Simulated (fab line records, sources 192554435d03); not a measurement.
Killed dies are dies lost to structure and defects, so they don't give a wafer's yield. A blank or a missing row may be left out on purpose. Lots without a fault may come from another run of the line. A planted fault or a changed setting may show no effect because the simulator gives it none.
fab line records | flow n5_finfet
record lots=6 wafers=18 last_day=18
route steps=1938 shown BEOL_M1@777 BEOL_M4@1111 PASSIVATION@1936
lots that met no fault: from a run of the same line without faults
start_h: hours from the record's first day to the start of the lot's first wafer shown | wait_h: hours since the lot's step before | " the same as in the row above | L1.1+2: a row that stands for several wafers | - no value, or no start given | * or withheld: withheld | < > ~ a bound
route shown NAME@n: a module of which the file shows steps, and the number in the route of the first | usual: mean/standard deviation of fault-free wafers | same: alike in all rows | chamber/n: place in a boat | sites: the reading at each site | _std_site: their standard deviation | _edge_site: outer sites' mean less inner sites' | radius_mm: how far each site lies from the wafer's centre | mask NAME#n: copy n | behind: the tool/chamber that last shaped the wafer | hold: why the lot was held/for how many hours/how that ended | device: the transistor (n, p or np) that didn't switch | end of line: the same wafers' tests at the end of the route | a step without rows: its recipe alone | killed: dies lost to structure and defects at the first sort, not the wafer's yield | map: a wafer's dies, x killed, . not, _ none there
set.NAME: the setting as run; set.NAME@STEP: as run at that earlier step | model.NAME: the simulator's own value behind a step, which no gauge read
lots at some steps of the route; a table a step, a row a wafer
services: from which hour (start_h, from the record's first day; less than 0 if before it) a tool's chamber was out of use, for how many hours, and why
## steps
# step N5_BEOL_M1_COAT_67
# recipe resist=SOC temp_c=250 time_s=60 spin_rpm=1500 resist_thk_nm=60
# step N5_BEOL_M1_COAT_68
# recipe resist=SiARC temp_c=220 time_s=60 spin_rpm=1500 resist_thk_nm=12
# step N5_BEOL_M1_COAT_76
# recipe resist=underlayer temp_c=205 time_s=60 spin_rpm=1500 resist_thk_nm=5
# step N5_BEOL_M1_COAT_22
# recipe resist=CAR-EUV spin_rpm=1500 resist_thk_nm=30
# step N5_BEOL_M1_EBR_24
# recipe solvent=PGMEA ebr_width_mm=1.5
# step N5_BEOL_M1_SOFTBAKE_23
# recipe temp_c=110 time_s=60 resist=CAR-EUV
# step N5_BEOL_M1_EXPOSE_25
# recipe mask_id=V0 na=0.33 source_shape=quasar sigma_inner=0.2 sigma_outer=0.8 polarization=unpolarized defocus_nm=5 target_cd_nm=24 dose_mj=63
# step N5_BEOL_M1_PEB_26
# recipe peb_temp_c=100 peb_time_s=60 resist=CAR-EUV
# step N5_BEOL_M1_DEVELOP_27
# recipe develop_time_s=30 developer=TMAH resist=CAR-EUV rinse_liquid=surfactant_rinse dry=air_spin dev_temp_c=23
# step N5_BEOL_M1_CD_MEAS_28
# recipe landing_energy_ev=500 detector=se_inlens target_cd_y_nm=23.3
# usual cd_nm=23.95/0.24
# columns lot.wafer tool chamber start_h wait_h cd_nm
L721.3 cd_sem-01 0 177.60 - 24.19
L721.5 " 0 " " 23.68
L721.6 " 0 " " 23.56
L722.3 cd_sem-02 0 185.56 - 24.21
L722.4 " 0 " " 23.99
L722.5 " 0 " " 23.71
L726.1 cd_sem-03 0 211.73 - 24.26
L726.4 " 0 " " 24.01
L726.6 " 0 " " 23.89
L727.1 cd_sem-03 0 217.65 - 23.82
L727.5 " 0 " " 23.97
L727.6 " 0 " " 24.26
L729.1 cd_sem-03 0 233.21 - 24.11
L729.2 " 0 " " 23.78
L729.4 " 0 " " 23.84
L734.1 cd_sem-02 0 264.00 - 24.36
L734.5 " 0 " " 24.27
L734.6 " 0 " " 23.82
# step N5_BEOL_M1_OVL_MEAS_29
# recipe points_per_wafer=522
# usual V0_OVL=0.3/0.63
# columns lot.wafer tool chamber start_h wait_h V0_OVL[nm]
L721.3 overlay-02 0 177.64 0.0 0.5
L721.5 " 0 " " 0.3
L721.6 " 0 " " 0.4
L722.3 overlay-02 0 185.60 0.0 -0.6
L722.4 " 0 " " 0.2
L722.5 " 0 " " -0.7
L726.1 overlay-01 0 211.76 0.0 0.9
L726.4 " 0 " " 0.2
L726.6 " 0 " " 0.2
L727.1 overlay-02 0 217.68 0.0 0.4
L727.5 " 0 " " 0.9
L727.6 " 0 " " 0.5
L729.1 overlay-02 0 233.24 0.0 0.1
L729.2 " 0 " " -0.3
L729.4 " 0 " " 0.0
L734.1 overlay-02 0 264.03 0.0 0.4
L734.5 " 0 " " 0.2
L734.6 " 0 " " -0.1
# step N5_BEOL_M1_INSPECT_30
# recipe mode=adi inspect_instrument=brightfield
# usual raw_defect_count=419/99
# columns lot.wafer tool chamber start_h wait_h raw_defect_count
L721.3 defect_inspect-01 - 177.69 0.0 270
L721.5 " - " " 428
L721.6 " - " " 308
L722.3 defect_inspect-02 - 185.65 0.0 455
L722.4 " - " " 494
L722.5 " - " " 509
L726.1 defect_inspect-01 - 211.82 0.1 443
L726.4 " - " " 412
L726.6 " - " " 423
L727.1 defect_inspect-02 - 217.74 0.1 477
L727.5 " - " " 602
L727.6 " - " " 420
L729.1 defect_inspect-02 - 233.30 0.1 540
L729.2 " - " " 366
L729.4 " - " " 400
L734.1 defect_inspect-01 - 264.09 0.1 410
L734.5 " - " " 417
L734.6 " - " " 598
# step N5_BEOL_M1_DESCUM_33
# recipe chemistry=O2 time_s=7 source_power_w=50 bias_power_w=20 pressure_mtorr=20 rf_frequency_hz=2.712e+07 temp_c=40 resist=CAR-EUV o2_flow_sccm=225
# usual drypump_motor_current_A=5.9/0.36 oes_product_au=0.80/0.097 rf_vpp_V=243.0/1.4 showerhead_plenum_p_Torr=2.09/0.084 throttle_valve_pct=20.44/0.21
# columns lot.wafer tool chamber start_h wait_h drypump_motor_current_A oes_product_au rf_hours_counter_h rf_vpp_V showerhead_plenum_p_Torr throttle_valve_pct model.CAR-EUV_of_BEOL_M1_COAT_22.thk_nm
L721.3 rie_diel-02 0 177.72 0.0 6.5 0.71 222 240.2 1.96 20.40 26
L721.5 " 0 " " 6.5 0.71 - 240.0 1.96 20.41 26
L721.6 " 1 " " 5.9 0.75 - 243.4 2.09 20.64 26
L722.3 rie_diel-02 2 185.68 0.0 5.2 0.93 25 243.9 2.13 20.34 26.2
L722.4 " 3 " " 5.9 0.89 - 243.7 2.15 20.42 26
L722.5 " 2 " " 5.3 0.92 - 243.1 2.13 20.33 26.2
L726.1 rie_diel-02 2 211.87 0.0 5.3 0.91 34 243.3 2.13 20.36 27
L726.4 " 0 " " 6.5 0.70 234 240.6 1.96 20.42 26
L726.6 " 0 " " 6.5 0.70 - 242.2 1.96 20.41 27
L727.1 rie_diel-04 1 217.95 0.2 5.8 0.66 257 242.3 2.05 20.60 26
L727.5 " 1 " " 5.8 0.66 - 241.5 2.05 20.62 26
L727.6 " 3 " " 5.4 0.83 - 243.5 2.12 20.16 26
L729.1 rie_diel-02 1 233.33 0.0 5.9 0.73 164 242.8 2.08 20.67 27
L729.2 " 2 " " 5.2 0.89 40 244.2 2.13 20.37 26.2
L729.4 " 3 " " 5.9 0.87 53 245.3 2.14 20.44 26
L734.1 rie_diel-04 0 264.67 0.6 6.3 0.98 4 244.2 2.25 20.51 26.2
L734.5 " 2 " " 5.4 0.77 - 244.1 2.21 20.70 26.2
L734.6 " 0 " " 6.3 0.98 - 245.0 2.25 20.50 26.2
# step N5_BEOL_M1_ETCH_77
# recipe chemistry=N2/H2 target=underlayer target_depth_a=65 mask_material=CAR-EUV time_s=5.2 ion_energy_ev=200 pressure_mtorr=30 source_w=840 bias_w=150 n2_flow_sccm=200 h2_flow_sccm=200 ends=cleared
# usual drypump_motor_current_A=5.9/0.36 etch_rf_on_time_s=5.25/0.16 oes_product_au=0.68/0.082 rf_vpp_V=523.6/2.8 showerhead_plenum_p_Torr=2.54/0.093 throttle_valve_pct=17.91/0.27
# columns lot.wafer tool chamber start_h wait_h drypump_motor_current_A etch_rf_on_time_s oes_product_au rf_hours_counter_h rf_vpp_V showerhead_plenum_p_Torr throttle_valve_pct
L721.3 rie_diel-02 0 177.76 0.0 6.5 5.38 0.59 222 520.3 2.40 18.00
L721.5 " 0 " " 6.5 5.38 0.60 - 519.3 2.40 18.00
L721.6 " 1 " " 5.9 5.40 0.62 - 526.8 2.54 18.17
L722.3 rie_diel-02 2 185.71 0.0 5.2 5.38 0.77 25 523.5 2.60 17.79
L722.4 " 3 " " 5.9 5.29 0.75 - 523.3 2.60 17.76
L722.5 " 2 " " 5.3 5.38 0.77 - 525.3 2.60 17.80
L726.1 rie_diel-02 2 211.90 0.0 5.2 5.33 0.76 34 524.6 2.60 17.79
L726.4 " 0 " " 6.6 5.34 0.59 234 519.3 2.39 18.04
L726.6 " 0 " " 6.6 5.35 0.59 - 519.9 2.39 18.03
L727.1 rie_diel-04 1 217.99 0.0 5.8 5.24 0.56 257 521.3 2.51 18.21
L727.5 " 1 " " 5.8 5.20 0.56 - 523.9 2.51 18.19
L727.6 " 3 " " 5.4 4.98 0.71 - 525.6 2.59 17.71
L729.1 rie_diel-02 1 233.37 0.0 5.9 5.28 0.63 164 524.1 2.54 18.21
L729.2 " 2 " " 5.2 5.37 0.75 40 524.8 2.59 17.83
L729.4 " 3 " " 5.9 5.29 0.73 53 525.6 2.59 17.78
L734.1 rie_diel-04 0 264.70 0.0 6.3 5.02 0.85 4 527.9 2.72 17.82
L734.5 " 2 " " 5.4 5.16 0.64 - 525.0 2.67 17.97
L734.6 " 0 " " 6.3 5.06 0.83 - 525.3 2.72 17.81
# step N5_BEOL_M1_ETCH_69
# recipe chemistry=CF4 target=SiARC target_depth_a=156 mask_material=CAR-EUV time_s=26 ion_energy_ev=80 pressure_mtorr=40 source_w=545 bias_w=36 Ar_flow_sccm=100 cf4_flow_sccm=100 ends=cleared
# usual cf4_flow_sccm=100.0/0.3 drypump_motor_current_A=5.9/0.36 etch_rf_on_time_s=26.2/0.77 oes_product_au=0.68/0.082 rf_vpp_V=184.0/1.2 showerhead_plenum_p_Torr=2.14/0.073 throttle_valve_pct=15.62/0.23
# columns lot.wafer tool chamber start_h wait_h cf4_flow_sccm drypump_motor_current_A etch_rf_on_time_s oes_product_au rf_hours_counter_h rf_vpp_V showerhead_plenum_p_Torr throttle_valve_pct
L721.3 rie_diel-02 0 177.77 0.0 100.1 6.6 26.6 0.60 222 182.1 2.04 15.78
L721.5 " 0 " " 100.2 6.5 26.6 0.60 - 183.2 2.04 15.78
L721.6 " 1 " " 100.4 5.9 26.7 0.64 - 183.5 2.14 15.80
L722.3 rie_diel-02 2 185.73 0.0 100.2 5.2 26.7 0.77 25 184.0 2.18 15.49
L722.4 " 3 " " 100.1 5.9 26.4 0.76 - 184.0 2.19 15.51
L722.5 " 2 " " 100.3 5.2 27.3 0.76 - 183.9 2.18 15.45
L726.1 rie_diel-02 2 211.92 0.0 100.2 5.2 26.7 0.77 34 184.3 2.18 15.48
L726.4 " 0 " " 99.7 6.5 26.8 0.59 234 182.9 2.03 15.80
L726.6 " 0 " " 99.9 6.5 26.6 0.60 - 183.3 2.03 15.79
L727.1 rie_diel-04 1 218.00 0.0 100.1 5.8 26.1 0.57 257 184.6 2.12 15.90
L727.5 " 1 " " 100.4 5.8 26.1 0.57 - 182.4 2.12 15.92
L727.6 " 3 " " 100.1 5.4 24.6 0.72 - 186.6 2.18 15.34
L729.1 rie_diel-02 1 233.38 0.0 99.5 5.9 26.7 0.62 164 184.3 2.14 15.84
L729.2 " 2 " " 100.0 5.2 27.3 0.74 40 184.7 2.18 15.51
L729.4 " 3 " " 99.8 5.9 26.6 0.74 53 184.5 2.18 15.54
L734.1 rie_diel-04 0 264.72 0.0 100.4 6.3 25.1 0.83 4 186.1 2.27 15.45
L734.5 " 2 " " 99.6 5.4 25.6 0.65 - 185.3 2.25 15.78
L734.6 " 0 " " 100.4 6.3 25.3 0.83 - 184.3 2.27 15.44
# step N5_BEOL_M1_ALD_98
# recipe material=SiO2 target_thk_a=25 temp_c=100 ald_precursor_family=BDEAS ald_co_reactant=O2-plasma pulse_time_s=1 co_reactant_pulse_time_s=1 purge_time_s=2 co_reactant_purge_time_s=2 ald_cycles=17 pressure_torr=2
# usual heater_power_w=82/7.2 precursor_pulse_height_rel=0.998/0.02 susceptor_temp_C=99.99/0.12
# columns lot.wafer tool chamber start_h wait_h heater_power_w precursor_pulse_height_rel susceptor_temp_C
L721.3 ald_sin-02 2 177.99 0.2 80 1.025 99.98
L721.5 " 2 " " 80 1.006 99.98
L721.6 " 3 " " 84 1.007 99.91
L722.3 ald_sin-02 0 185.87 0.1 84 0.991 100.24
L722.4 " 2 " " 80 0.996 100.19
L722.5 " 3 " " 84 1.008 100.13
L726.1 ald_sin-02 1 212.00 0.1 77 0.988 100.06
L726.4 " 3 " " 84 0.997 100.03
L726.6 " 1 " " 78 0.998 100.08
L727.1 ald_sin-03 3 218.09 0.1 81 1.004 99.95
L727.5 " 1 " " 74 1.032 100.06
L727.6 " 2 " " 65 1.001 99.79
L729.1 ald_sin-04 1 233.86 0.5 77 1.004 100.17
L729.2 " 3 " " 86 0.997 99.91
L729.4 " 2 " " 93 0.987 100.25
L734.1 ald_sin-04 1 264.80 0.1 78 1.011 100.02
L734.5 " 3 " " 90 1.025 99.89
L734.6 " 2 " " 96 1.000 100.00
# step N5_BEOL_M1_ETCHBACK_99
# recipe chemistry=CHF3 target=SiO2 target_depth_a=50 time_s=10.4 source_w=215 bias_w=47 Ar_flow_sccm=200 CHF3_flow_sccm=12 ion_energy_ev=100 pressure_mtorr=30
# usual drypump_motor_current_A=5.8/0.38 oes_product_au=0.78/0.093 rf_vpp_V=241/4.5 showerhead_plenum_p_Torr=2.15/0.072 throttle_valve_pct=17.13/0.23
# columns lot.wafer tool chamber start_h wait_h drypump_motor_current_A oes_product_au rf_hours_counter_h rf_vpp_V showerhead_plenum_p_Torr throttle_valve_pct model.CAR-EUV_of_BEOL_M1_COAT_22.thk_nm
L721.3 rie_diel-06 3 181.44 3.4 5.9 0.85 67 245 2.10 17.37 10.4
L721.5 " 0 " " 5.9 0.91 - 240 2.21 16.72 10.2
L721.6 " 2 " " 5.9 0.74 - 240 2.24 16.74 10.4
L722.3 rie_diel-02 0 186.02 0.1 6.6 0.70 225 241 2.04 17.22 10.4
L722.4 " 3 " " 5.9 0.89 - 232 2.21 17.01 10.2
L722.5 " 2 " " 5.3 0.90 - 246 2.20 16.99 10.6
L726.1 rie_diel-02 1 214.86 2.8 5.9 0.74 158 243 2.15 17.30 11.4
L726.4 " 0 " " 6.5 0.69 234 242 2.04 17.26 10.6
L726.6 " 1 " " 5.9 0.74 - 243 2.15 17.31 11.4
L727.1 rie_diel-02 0 225.55 7.4 6.5 0.69 238 242 2.04 17.25 10.4
L727.5 " 3 " " 5.9 0.87 - 233 2.20 17.05 10.4
L727.6 " 2 " " 5.3 0.88 - 243 2.20 17.00 10.4
L729.1 rie_diel-04 3 235.38 1.5 5.4 0.84 80 241 2.19 16.85 11.4
L729.2 " 1 " " 5.7 0.66 263 235 2.13 17.42 10.4
L729.4 " 1 " " 5.7 0.66 - 235 2.13 17.41 10.2
L734.1 rie_diel-02 3 266.47 1.6 5.9 0.85 63 232 2.20 17.07 10.6
L734.5 " 3 " " 5.9 0.85 - 232 2.20 17.05 10.4
L734.6 " 2 " " 5.2 0.86 - 244 2.19 17.02 10.6
# step N5_BEOL_M1_ETCH_70
# recipe chemistry=N2/H2 target=SOC target_depth_a=800 overetch_a=160 mask_material=SiARC temp_c=40 time_s=120 ion_energy_ev=200 pressure_mtorr=30 source_w=840 bias_w=150 n2_flow_sccm=200 h2_flow_sccm=200
# usual drypump_motor_current_A=5.9/0.38 oes_product_au=0.60/0.068 rf_vpp_V=523.5/2.4 showerhead_plenum_p_Torr=2.53/0.084 throttle_valve_pct=17.91/0.26
# columns lot.wafer tool chamber start_h wait_h drypump_motor_current_A oes_product_au rf_hours_counter_h rf_vpp_V showerhead_plenum_p_Torr throttle_valve_pct
L721.3 rie_diel-06 3 181.48 0.0 5.9 0.65 67 520.5 2.48 18.24
L721.5 " 0 " " 5.8 0.68 - 526.6 2.59 17.35
L721.6 " 2 " " 6.0 0.58 - 526.5 2.66 17.58
L722.3 rie_diel-02 0 186.06 0.0 6.5 0.55 225 520.2 2.40 17.97
L722.4 " 3 " " 5.9 0.68 - 525.1 2.60 17.72
L722.5 " 2 " " 5.3 0.71 - 526.4 2.60 17.77
L726.1 rie_diel-02 1 214.90 0.0 5.9 0.57 158 522.6 2.54 18.17
L726.4 " 0 " " 6.5 0.54 234 520.5 2.39 18.00
L726.6 " 1 " " 5.9 0.57 - 522.7 2.54 18.15
L727.1 rie_diel-02 0 225.58 0.0 6.6 0.54 238 520.5 2.39 18.00
L727.5 " 3 " " 5.9 0.67 - 525.3 2.59 17.74
L727.6 " 2 " " 5.2 0.68 - 524.1 2.59 17.80
L729.1 rie_diel-04 3 235.42 0.0 5.5 0.62 80 523.9 2.58 17.66
L729.2 " 1 " " 5.8 0.52 263 521.8 2.51 18.16
L729.4 " 1 " " 5.8 0.51 - 521.4 2.51 18.17
L734.1 rie_diel-02 3 266.51 0.0 5.9 0.65 63 524.5 2.59 17.79
L734.5 " 3 " " 5.9 0.66 - 525.2 2.59 17.76
L734.6 " 2 " " 5.3 0.67 - 524.2 2.59 17.82
# step N5_BEOL_M4_RC_MEAS_101
# usual DIBL_N=37.1/1.8 DIBL_P=37.2/2.1 IOFF_N=0.17/0.033 IOFF_P=0.22/0.037 ION_N=680/11 ION_P=464/7.7 SS_N=71.7/0.63 SS_P=73.6/0.67 VT_N=248.9/2.9 VT_P=-251/3.6
# columns lot.wafer tool chamber start_h wait_h DIBL_N[mV/V] DIBL_P[mV/V] IOFF_N[nA/um] IOFF_P[nA/um] ION_N[uA/um] ION_P[uA/um] SS_N[mV/dec] SS_P[mV/dec] VT_N[mV] VT_P[mV]
L721.3 prober-01 0 235.60 0.3 38.3 38.2 0.19 0.23 688 465 71.2 73.3 247.2 -250
L721.5 " 0 " " 38.8 38.0 0.21 0.23 690 465 72.1 73.5 249.8 -250
L721.6 " 0 " " 37.8 38.4 0.18 0.24 685 468 71.5 73.5 247.9 -247
L722.3 prober-02 0 236.02 0.3 33.3 34.6 0.12 0.16 645 453 70.2 73.7 255.6 -255
L722.4 " 0 " " 36.3 39.1 0.17 0.22 668 457 71.8 73.7 250.3 -252
L722.5 " 0 " " 37.1 40.1 0.19 0.24 683 464 72.5 75.0 247.8 -254
L726.1 prober-02 0 274.65 0.0 40.2 40.4 0.21 0.23 690 460 71.8 73.6 246.8 -253
L726.4 " 0 " " 38.7 38.6 0.18 0.19 680 451 71.3 73.5 247.9 -253
L726.6 " 0 " " 38.9 38.6 0.17 0.19 682 465 71.5 73.8 249.3 -255
L727.1 prober-02 0 281.74 0.0 35.9 36.3 0.15 0.18 676 457 71.1 73.5 247.3 -255
L727.5 " 0 " " 34.2 34.2 0.12 0.15 661 451 71.8 72.7 253.1 -257
L727.6 " 0 " " 37.5 38.5 0.19 0.21 684 455 71.6 73.7 245.6 -252
L729.1 prober-01 0 285.70 0.0 39.7 38.9 0.21 0.24 684 457 72.8 74.4 250.0 -250
L729.2 " 0 " " 34.7 34.4 0.12 0.18 661 459 70.8 72.4 250.6 -252
L729.4 " 0 " " 36.2 35.0 0.14 0.19 683 474 70.9 72.2 253.6 -255
L734.1 prober-02 0 322.70 0.0 37.2 35.6 0.14 0.18 654 453 72.0 73.4 252.4 -253
L734.5 " 0 " " 37.6 37.6 0.15 0.21 672 462 71.8 73.4 248.3 -249
L734.6 " 0 " " 39.4 38.4 0.18 0.22 689 462 72.2 73.1 248.2 -249
# step N5_PASSIVATION_PROBE_49
# usual defect_limited_yield=91.7/1.5 killed_at_M0_to_M3=32/10 killed_at_M4_up=14/5.3 killed_at_contacts=13/5.7 killed_at_front_end=37/10 killed_at_other=3.3/2.5 killed_dies=98/18 killed_on_rim=13/3.6 killed_open=65/13 killed_short=31/7.5 sort_bin_5_function=4.9/0.91 sort_bin_6_memory=3.1/0.71 sort_bin_8_speed=0.00/0.017 sort_n_pass=1082/18
# same gross_dies=1180 killed_at_back_side=0 sort_bin_4_leakage[%]=0
# columns lot.wafer tool chamber start_h wait_h defect_limited_yield[%] killed_at_M0_to_M3 killed_at_M4_up killed_at_contacts killed_at_front_end killed_at_other killed_dies killed_on_rim killed_open killed_short sort_bin_5_function[%] sort_bin_6_memory[%] sort_bin_8_speed[%] sort_n_pass
L721.6 prober-01 - 342.34 0.3 92.3 27 18 10 35 1 91 19 54 36 4.6 2.9 0 1089
L734.1 prober-02 - 434.58 0.0 89.7 33 25 11 44 8 121 12 83 38 5.8 4.0 0 1059
L734.5 prober-02 - 434.78 0.2 90.3 23 18 15 58 1 115 17 78 37 5.6 3.8 0 1065
L734.6 prober-02 - 434.83 0.3 90.4 34 16 11 45 7 113 20 63 50 5.6 3.7 0 1067
# killed by level:class
L721.6 FIN_SAQP:geometric_particle:short=11 FIN_SAQP:geometric_particle:open=9 MOL_CONTACT_COAG:geometric_particle:open=5 MOL_CONTACT_COAG:geometric_particle:short=5 BEOL_M0_SAQP:geometric_particle:open=5 BEOL_M1:geometric_particle:open=5 BEOL_M2:geometric_particle:open=5 BEOL_M3:geometric_particle:short=4
L734.1 FIN_SAQP:geometric_particle:open=21 BEOL_M0_SAQP:geometric_particle:open=11 BEOL_M0_SAQP:geometric_particle:short=10 BEOL_M5:geometric_particle:open=10 MOL_CONTACT_COAG:geometric_particle:open=7 BEOL_M2:geometric_particle:open=7 FIN_SAQP:geometric_particle:short=6 GATE_CUT:geometric_particle:short=6
L734.5 FIN_SAQP:geometric_particle:open=18 MOL_CONTACT_COAG:geometric_particle:open=13 STI_FIN_REVEAL:geometric_particle:open=9 FIN_SAQP:geometric_particle:short=8 GATE_CUT:geometric_particle:short=7 BEOL_M4:geometric_particle:short=6 BEOL_M0_SAQP:geometric_particle:open=6 BEOL_M2:geometric_particle:open=5
L734.6 BEOL_M0_SAQP:geometric_particle:short=11 BEOL_M0_SAQP:geometric_particle:open=11 FIN_SAQP:geometric_particle:short=9 FIN_SAQP:geometric_particle:open=8 BEOL_M4:geometric_particle:open=8 GATE_CUT:geometric_particle:short=7 GATE_CUT:geometric_particle:open=6 MOL_CONTACT_COAG:geometric_particle:short=6
## services
# columns tool chamber start_h hours kind
rie_diel-02 2 161.44 8.3 repair
rie_diel-02 1 183.49 5.8 repair
rie_diel-02 - 199.34 2.8 pm
ald_sin-03 - 202.41 6.0 pm
ald_sin-03 - 213.12 1.4 repair
ald_sin-04 0 216.77 4.9 repair
ald_sin-02 - 223.80 15.6 pm
rie_diel-04 0 228.92 - clean
rie_diel-04 0 228.92 - consumable_replace:focus_ring
rie_diel-04 0 228.92 - consumable_replace:showerhead
rie_diel-04 0 228.92 27.6 scheduled_down
rie_diel-04 0 228.92 27.6 vent_cycle
ald_sin-03 - 254.56 0.3 repair
rie_diel-04 1 256.49 - clean
rie_diel-04 1 256.49 - consumable_replace:focus_ring
rie_diel-04 1 256.49 17.6 scheduled_down
rie_diel-04 1 256.49 17.6 vent_cycle
rie_diel-06 1 256.96 4.2 repair
ald_sin-02 0 263.31 2.3 repair
rie_diel-02 0 265.89 - clean
rie_diel-02 0 265.89 - consumable_replace:focus_ring
rie_diel-02 0 265.89 - consumable_replace:showerhead
rie_diel-02 0 265.89 15.8 scheduled_down
rie_diel-02 0 265.89 15.8 vent_cycle
## key
first_sign none at tools or gauges
model_effect step=N5_BEOL_M1_DESCUM_33 value=CAR-EUV_of_BEOL_M1_COAT_22.thk_nm without=26 struck=27
model_effect step=N5_BEOL_M1_ETCHBACK_99 value=CAR-EUV_of_BEOL_M1_COAT_22.thk_nm without=10.4 struck=11.4
met_at N5_BEOL_M1_DESCUM_33
struck_wafers L726.1,L726.6,L729.1
onset_between 185.68 211.87
fault kind=process_parameter_drift tool=rie_diel-02 chamber=- onset_h=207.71 steps=N5_BEOL_M1_DESCUM_33 channel=time_s offset=* shape=step end_h=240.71 scope=struck_wafers_only acts_in=* stated=*
